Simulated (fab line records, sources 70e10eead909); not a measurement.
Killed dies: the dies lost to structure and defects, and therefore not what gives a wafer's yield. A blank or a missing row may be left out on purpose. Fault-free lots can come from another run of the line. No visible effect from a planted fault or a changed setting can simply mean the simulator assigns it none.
Matching of chambers || flow nand-harc || NHARC_A_ZERO_WELL_DESCUM_12 on rie-diel-06: 4 sister chambers
The step chemistry O2, time 3 s. 4 wafers are shown with their chamber, then 9 later ones without.

## WAFERS PAIRED WITH THEIR CHAMBERS
{"wafer": "L086.6", "chamber": 3, "drypump-motor-current-A (A)": 5.9}
{"wafer": "L088.2", "chamber": 1, "drypump-motor-current-A (A)": 5.3}
{"wafer": "L088.3", "chamber": 0, "drypump-motor-current-A (A)": 5.8}
{"wafer": "L088.6", "chamber": 2, "drypump-motor-current-A (A)": 5.3}

## WAFERS MISSING THEIR CHAMBER
{"wafer": "L089.1", "drypump-motor-current-A (A)": 5.3}
{"wafer": "L089.2", "drypump-motor-current-A (A)": 5.9}
{"wafer": "L089.5", "drypump-motor-current-A (A)": 5.3}
{"wafer": "L090.1", "drypump-motor-current-A (A)": 5.8}
{"wafer": "L090.3", "drypump-motor-current-A (A)": 5.3}
{"wafer": "L090.6", "drypump-motor-current-A (A)": 5.2}
{"wafer": "L092.1", "drypump-motor-current-A (A)": 5.9}
{"wafer": "L092.3", "drypump-motor-current-A (A)": 5.8}
{"wafer": "L092.4", "drypump-motor-current-A (A)": 5.3}

## WHICH CHAMBER EACH WENT THROUGH
{"wafer": "L089.1", "from the rows above": "can't be placed: 1 or 2", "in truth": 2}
{"wafer": "L089.2", "from the rows above": 3, "in truth": 3}
{"wafer": "L089.5", "from the rows above": "can't be placed: 1 or 2", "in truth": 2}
{"wafer": "L090.1", "from the rows above": 0, "in truth": 0}
{"wafer": "L090.3", "from the rows above": "can't be placed: 1 or 2", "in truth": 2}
{"wafer": "L090.6", "from the rows above": "can't be placed: 1 or 2", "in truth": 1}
{"wafer": "L092.1", "from the rows above": 3, "in truth": 3}
{"wafer": "L092.3", "from the rows above": 0, "in truth": 0}
{"wafer": "L092.4", "from the rows above": "can't be placed: 1 or 2", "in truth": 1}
Correct placement for 4 of the 9. These rows do not allow placing 5 (true chamber among the candidates in 5). Wrongly placed: 0.
How it was worked out, from the rows above alone: a wafer's distance from a chamber is the root of the sum, over the readings, of the square of ((its reading less the chamber's mean) divided by the reading's scatter). The wafer belongs to the nearest chamber; if the next one is less than 2 further off, it can't be placed. The mean given for a chamber averages the wafers shown for that chamber. The scatter (one wafer shown for each chamber): square how far every hidden wafer sits from the nearest shown wafer, average those squares and take the square root.
